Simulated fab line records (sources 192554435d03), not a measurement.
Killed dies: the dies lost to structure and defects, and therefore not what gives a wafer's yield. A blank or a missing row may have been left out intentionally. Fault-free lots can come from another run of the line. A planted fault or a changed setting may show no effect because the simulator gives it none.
Matching of chambers ; flow n5 finfet ; rie diel-04 running N5_BEOL_M8_ETCH_61: 4 sister chambers
The step etches SiARC in CF4, target depth 45.5 nm, time 75.8 s. 8 wafers are shown with their chamber, then 9 later ones without.

EACH WAFER AND ITS CHAMBER
wafer;chamber;showerhead plenum p Torr (Torr);throttle valve pct (%)
L076.3;2;2.11;15.61
L085.2;3;2.19;15.70
L084.1;3;2.19;15.71
L084.2;1;2.16;15.70
L084.3;2;2.10;15.13
L084.4;0;2.12;15.93
L084.5;0;2.12;15.92
L084.6;1;2.16;15.69

WAFERS WITHOUT THEIR CHAMBER
wafer;showerhead plenum p Torr (Torr);throttle valve pct (%)
L090.1;2.19;15.69
L090.3;2.10;15.14
L090.5;2.19;15.71
L093.2;2.16;15.72
L093.4;2.11;15.97
L093.6;2.11;15.95
L095.1;2.18;15.24
L095.3;2.11;15.98
L095.4;2.09;15.18

WHICH CHAMBER EACH WENT THROUGH
wafer;from the rows above;in truth
L090.1;3;3
L090.3;2;2
L090.5;3;3
L093.2;1;1
L093.4;can't be placed: 0 or 2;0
L093.6;can't be placed: 0 or 2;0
L095.1;3;3
L095.3;can't be placed: 0 or 2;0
L095.4;2;2
6 of 9 placed correctly. Not placeable from these rows: 3 (in 3, the candidates include the true chamber). Wrongly placed: 0.
How it was worked out, from the rows above alone: a wafer's distance from a chamber is the root of the sum, over the readings, of the square of ((its reading less the chamber's mean) divided by the reading's scatter). If the next closest chamber is less than 2 further off than the closest, the wafer can't be placed; otherwise it belongs to the closest. For every chamber, the mean is computed from those of its wafers that are shown. The scatter: the root of (the sum of the squares of (reading less its chamber's mean) over the shown wafers, divided by (wafers less chambers)).
